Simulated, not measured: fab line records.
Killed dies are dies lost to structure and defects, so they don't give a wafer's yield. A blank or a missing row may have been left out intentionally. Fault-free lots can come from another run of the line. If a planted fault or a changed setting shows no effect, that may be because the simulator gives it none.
Which tool was responsible?	flow n5_finfet	12 lots, 33 wafers sampled, at 4 steps of a route of 1938

## WHAT EACH GAUGE READ, for each wafer
N5_MIM_TOP_LITHO_INSPECT_12: inspects for defects (macro).
lot	measured	on	raw_defect_count
L986	day 10 18:16	defect_inspect-02	1 3 1
L989	day 11 18:48	defect_inspect-02	1 3 0
L990	day 12 10:38	defect_inspect-01	1 0 1
L994	day 14 11:33	defect_inspect-02	3 3 2
L998	day 15 03:09	defect_inspect-01	3 9 2
L100	day 15 15:02	defect_inspect-01	3 2 3
L102	day 16 07:26	defect_inspect-02	0 2
L103	day 16 11:39	defect_inspect-01	2 1
L104	day 16 23:36	defect_inspect-01	2 3
L106	day 17 04:03	defect_inspect-02	4 3 2
L107	day 17 16:29	defect_inspect-02	4 1 5
L108	day 17 17:23	defect_inspect-02	3 1 1

N5_MIM_BOT_LITHO_CD_MEAS_08 targets a cd of 3000 nm.
lot	measured	on	cd_nm (nm)
L986	day 10 19:06	cd_sem-01	3000.3 3001.8 3000.4
L989	day 11 19:31	cd_sem-03	3002.2 3001.8 3000.4
L990	day 12 11:26	cd_sem-02	2999.4 3000.8 3000.1
L994	day 14 12:14	cd_sem-02	2998.1 2996.5 2999.2
L998	day 15 04:02	cd_sem-03	3000.6 2999.2 2999.0
L100	day 15 16:28	cd_sem-01	2999.3 3000.2 3000.7
L102	day 16 09:10	cd_sem-03	3008.5 2999.1
L103	day 16 12:43	cd_sem-02	3005.9 2999.4
L104	day 17 01:00	cd_sem-01	3006.6 3000.1
L106	day 17 04:44	cd_sem-02	2999.0 2997.0 2997.6
L107	day 17 17:22	cd_sem-02	2998.6 2997.5 2998.6
L108	day 17 18:05	cd_sem-01	2999.9 2999.6 3001.0

## TOOL THAT RAN EACH LOT (tool first, then ch and the chambers of the sampled wafers, then the start)
lot	N5_MIM_TOP_ALD_00	N5_MIM_BOT_LITHO_PEB_06
L986	ald_hk-01 ch 0,2,3, day 10 16:57	litho_track-02 ch 0, day 10 18:59
L989	ald_hk-02 ch 1,2,3, day 11 16:10	litho_track-03 ch 0, day 11 19:23
L990	ald_hk-01 ch 0,1,2, day 12 09:34	litho_track-03 ch 0, day 12 11:19
L994	ald_hk-01 ch 2,3, day 14 10:05	litho_track-04 ch 0, day 14 12:07
L998	ald_hk-03 ch 0,3, day 15 02:10	litho_track-02 ch 0, day 15 03:55
L100	ald_hk-01 ch 0,1,3, day 15 13:24	litho_track-03 ch 0, day 15 16:20
L102	ald_hk-03 ch 0,3, day 16 06:09	litho_track-02 ch 0, day 16 09:03
L103	ald_hk-01 ch 1,3, day 16 09:30	litho_track-02 ch 0, day 16 12:35
L104	ald_hk-03 ch 2,3, day 16 21:50	litho_track-02 ch 0, day 17 00:53
L106	ald_hk-01 ch 1,3, day 17 02:53	litho_track-03 ch 0, day 17 04:37
L107	ald_hk-02 ch 1,2, day 17 13:02	litho_track-04 ch 0, day 17 17:15
L108	ald_hk-01 ch 0,1,2, day 17 16:07	litho_track-03 ch 0, day 17 17:58
- N5_MIM_TOP_ALD_00: deposits Al2O3, purge time 3 s, co reactant pulse time 3 s.
- N5_MIM_BOT_LITHO_PEB_06

## WHAT THE TOOLS THEMSELVES READ (means of the sampled wafers that have a number; where no wafer has one, the mark that the record gives instead)
N5_MIM_TOP_ALD_00.
lot	tool	precursor_pulse_height_rel
L986	ald_hk-01	0.997
L989	ald_hk-02	0.993
L990	ald_hk-01	1.016
L994	ald_hk-01	1.001
L998	ald_hk-03	0.998
L100	ald_hk-01	0.991
L102	ald_hk-03	1.014
L103	ald_hk-01	0.980
L104	ald_hk-03	1.006
L106	ald_hk-01	1.014
L107	ald_hk-02	0.999
L108	ald_hk-01	1.001

## THE ANSWER, worked out from the rows above alone
Rule: the lots themselves supply what counts as usual. Put in order of their means at a reading, lots are off if they are a third of the lots or fewer, leave a main group of 4 or more, and stand apart from it by a gap of 3 or more times the standard deviation of the main group's means; of several such gaps the widest counts. If all means in a main group match to the digits the tables above print for the reading, that group is not used. A lot without any number at a reading at which 4 lots or more have one is off too. Any other lot the step has rows for is counted as sound. After the gauges, taken in route order, come the tools' own readings; for these a lot's mean is taken, as printed above. At the first step where some lot is off, the reading lying furthest off is the one used; lots without a number count as furthest.
None of the lots is off at any reading shown; this tells nothing.

## WHAT WAS PUT IN BY THE SIMULATOR
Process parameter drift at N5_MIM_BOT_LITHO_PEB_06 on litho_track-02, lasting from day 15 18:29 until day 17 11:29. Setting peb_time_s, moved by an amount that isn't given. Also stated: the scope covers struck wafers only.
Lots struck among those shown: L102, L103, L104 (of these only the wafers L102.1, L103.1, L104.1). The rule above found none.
